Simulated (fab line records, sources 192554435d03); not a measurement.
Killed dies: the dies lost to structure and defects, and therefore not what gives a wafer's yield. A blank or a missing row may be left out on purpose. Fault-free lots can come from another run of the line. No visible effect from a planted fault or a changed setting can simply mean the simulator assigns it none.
Which tool was responsible? -- flow n5Finfet -- route of 1938 steps, sampled at 1 step: 12 lots, 36 wafers

## WHAT THE GAUGES READ, wafer by wafer
N5_BEOL_M5_INSPECT_30: inspects for defects (brightfield).
lot,measured,on,rawDefectCount
L076,day 9 04:22,defectInspect-01,330 529 363
L078,day 9 09:41,defectInspect-01,332 448 431
L081,day 9 17:40,defectInspect-01,402 444 612
L079,day 10 12:25,defectInspect-02,587 543 460
L083,day 11 10:07,defectInspect-02,624 589 492
L086,day 11 18:25,defectInspect-01,260 312 382
L088,day 11 18:39,defectInspect-02,530 440 322
L087,day 12 04:04,defectInspect-02,577 385 418
L091,day 12 14:37,defectInspect-02,425 369 453
L093,day 13 19:52,defectInspect-02,499 353 421
L096,day 14 08:22,defectInspect-01,279 274 329
L095,day 15 03:41,defectInspect-01,468 365 367

## EACH LOT AND THE TOOL THAT RAN IT (in order: tool; ch and the chambers of the sampled wafers; start)
Record: no process step prior to these readings.

## THE ANSWER, worked out from the rows above alone
Rule: usual is defined by the lots themselves. Put in order of their means at a reading, lots are off if they are a third of the lots or fewer, leave a main group of 4 or more, and stand apart from it by a gap of 3 or more times the standard deviation of the main group's means; of several such gaps the widest counts. Not used: any main group whose means are identical at the precision the tables above print for the reading. Also off: a lot with no number at a reading for which 4 or more lots have one. The other lots that the step has rows for count as sound.
No lot is off on any of the readings shown, so nothing can be concluded from this.

## WHAT THE SIMULATOR PUT IN
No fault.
